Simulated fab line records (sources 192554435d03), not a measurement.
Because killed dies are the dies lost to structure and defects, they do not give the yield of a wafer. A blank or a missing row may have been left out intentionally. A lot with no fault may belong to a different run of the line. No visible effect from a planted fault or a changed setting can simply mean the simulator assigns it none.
Comparing a struck lot with a sound one	flow n5Finfet	15 steps out of a route of 1938
Sound: wafers L687.2, L687.4, L687.6. Wafers struck: L690.3, L690.4, L690.6. The cause comes at the end.
Order at every step that has rows: each side's tool, ch and its chambers, its first start. Under that, the readings that differ: sound wafers	struck wafers	difference of the means	sigmas: that difference in standard deviations of wafers without a fault.
alike: same words and numbers on both sides, and readings whose means sit less than 2 such deviations apart. not compared: any withheld reading, any reading some wafer has no value for, any bound like >300 that may hide the same value, and any number with overlapping values for which the record gives no deviation.
A row with sigmas, a row that says differs or no value, or rows on one side alone: a step with any of these is where the two part. Numbers that have no deviation but don't overlap get no sigmas and don't part them. A reading that every wafer of one side lacks parts them only if that side has two wafers or more.

first, 8 steps without rows for these wafers: N5_BEOL_M0_SAQP_COAT_72 (time 60 s, resist thk 15 nm); N5_BEOL_M0_SAQP_COAT_87 (time 60 s, resist thk 5 nm); N5_BEOL_M0_SAQP_COAT_34 (resist thk 30 nm); N5_BEOL_M0_SAQP_EBR_36; N5_BEOL_M0_SAQP_SOFTBAKE_35 (time 60 s); N5_BEOL_M0_SAQP_EXPOSE_37 (exposes mask M0 CUT1, target cd 30 nm); N5_BEOL_M0_SAQP_PEB_38 (peb time 60 s); N5_BEOL_M0_SAQP_DEVELOP_39 (develop time 30 s).
N5_BEOL_M0_SAQP_CD_MEAS_40 targets a cd of 30 nm.
  sound on cdSem-02 ch 0, day 6 17:01; struck on cdSem-02 ch 0, day 7 11:23
  alike: cdNm
N5_BEOL_M0_SAQP_OVL_MEAS_41:
  sound on overlay-01 ch 0, day 6 17:03; struck on overlay-01 ch 0, day 7 11:26
  alike: M0_CUT1_OVL
N5_BEOL_M0_SAQP_INSPECT_42: inspects for defects (brightfield).
  struck on defectInspect-01, day 7 11:29; sound on defectInspect-01, day 6 17:06
  alike: rawDefectCount
N5_BEOL_M0_SAQP_DESCUM_45: chemistry O2, time 7 s.
  sound on rieDiel-05 ch 0,2,3, day 6 17:08; struck on rieDiel-05 ch 0,3, day 7 11:31
  alike: drypumpMotorCurrentA, o2FlowSccm, oesProductAu, rfFwdPowerW, rfVppV, showerheadPlenumPTorr, throttleValvePct
  not compared: rfHoursCounterH
N5_BEOL_M0_SAQP_ETCH_88: etches underlayer in N2/H2, target depth 6.5 nm, time 5.2 s.
  sound on rieDiel-05 ch 0,2,3, day 6 17:10; struck on rieDiel-05 ch 0,3, day 7 11:33
  no value came back on the struck wafers for any of 9 readings (biasW (W), chamberPressureMTorr (mTorr) and others); on the sound wafers biasW (W) reads 150.1 149.5 150.2
  not compared: rfHoursCounterH
N5_BEOL_M0_SAQP_ETCH_73: etches SiARC in CF4, target depth 19.5 nm, time 32.5 s.
  sound on rieDiel-05 ch 0,2,3, day 6 17:11; struck on rieDiel-05 ch 0,3, day 7 11:34
  alike: biasW, cf4FlowSccm, drypumpMotorCurrentA, etchRfOnTimeS, oesProductAu, rfFwdPowerW, rfVppV, showerheadPlenumPTorr, throttleValvePct
  not compared: rfHoursCounterH
-- the record jumps here: 2 days lie between the struck wafers' starts before and after (it left off in module BEOL_M0_SAQP and takes up again in module BEOL_M4, whose first step shown is number 1111 of the route) --
N5_BEOL_M4_RC_MEAS_101:
  sound on prober-01 ch 0, day 8 19:42; struck on prober-02 ch 0, day 9 21:12
  alike: DIBL_N, DIBL_P, IOFF_N, IOFF_P, ION_N, ION_P, SS_N, SS_P, VT_N, VT_P

WHERE THEY PART
N5_BEOL_M0_SAQP_ETCH_88 only, going by this record. Later steps at which nothing parts them and some readings are alike: N5_BEOL_M0_SAQP_ETCH_73, N5_BEOL_M4_RC_MEAS_101.

WHY: whatever the simulator had introduced
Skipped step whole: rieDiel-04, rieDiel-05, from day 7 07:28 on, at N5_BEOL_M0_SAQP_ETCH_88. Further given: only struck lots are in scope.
